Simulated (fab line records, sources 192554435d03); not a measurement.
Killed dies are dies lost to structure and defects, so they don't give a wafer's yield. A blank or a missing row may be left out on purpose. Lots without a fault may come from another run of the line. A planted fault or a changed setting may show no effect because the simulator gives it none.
Chamber matching | flow n5_finfet | N5_BEOL_M0_CO_CAP_123 on cvd_co-02: 3 sister chambers
The step material Co, precursor CCTBA/H2, target thk 2 nm, time 102.1 s. 27 wafers are shown with their chamber, then 12 later ones without.

WAFERS WITH THEIR CHAMBER
wafer  | chamber | heater_power_w (W)
L074.1 | 2       | 260
L074.3 | 0       | 228
L074.4 | 2       | 254
L076.1 | 2       | 252
L076.2 | 0       | 233
L076.3 | 2       | 256
L076.4 | 0       | 225
L076.5 | 2       | 255
L076.6 | 0       | 225
L077.3 | 2       | 248
L077.5 | 2       | 254
L077.6 | 0       | 236
L079.2 | 2       | 258
L079.4 | 1       | 165
L079.5 | 0       | 233
L082.1 | 2       | 265
L082.3 | 0       | 232
L082.4 | 1       | 164
L084.1 | 1       | 162
L084.2 | 0       | 224
L084.5 | 1       | 169
L089.1 | 0       | 233
L089.3 | 1       | 169
L089.6 | 1       | 167
L090.1 | 1       | 166
L090.2 | 2       | 261
L090.3 | 0       | 235

SIGNATURES (means of the wafers above)
reading        | chamber 0 | chamber 1 | chamber 2 | scatter within a chamber
heater_power_w | 230.40    | 166.00    | 256.30    | 4.25
Rule: a wafer's distance from a chamber is the root of the sum, over the readings, of the square of ((its reading less the chamber's mean) divided by the reading's scatter). The wafer belongs to the nearest chamber; if the next one is less than 2 further off, it can't be placed. The scatter: the root of (the sum of the squares of (reading less its chamber's mean) over the shown wafers, divided by (wafers less chambers)).

WAFERS WITHOUT THEIR CHAMBER
wafer  | heater_power_w (W)
L090.4 | 167
L090.5 | 254
L090.6 | 231
L091.3 | 259
L091.4 | 234
L091.6 | 255
L093.2 | 236
L093.5 | 170
L093.6 | 238
L096.3 | 233
L096.5 | 173
L096.6 | 261

WHICH CHAMBER EACH WENT THROUGH
wafer  | from the rows above | in truth
L090.4 | 1                   | 1
L090.5 | 2                   | 2
L090.6 | 0                   | 0
L091.3 | 2                   | 2
L091.4 | 0                   | 0
L091.6 | 2                   | 2
L093.2 | 0                   | 0
L093.5 | 1                   | 1
L093.6 | 0                   | 0
L096.3 | 0                   | 0
L096.5 | 1                   | 1
L096.6 | 2                   | 2
Placed correctly: 12 of 12. Can't be placed from these rows: 0. Placed wrongly: 0.
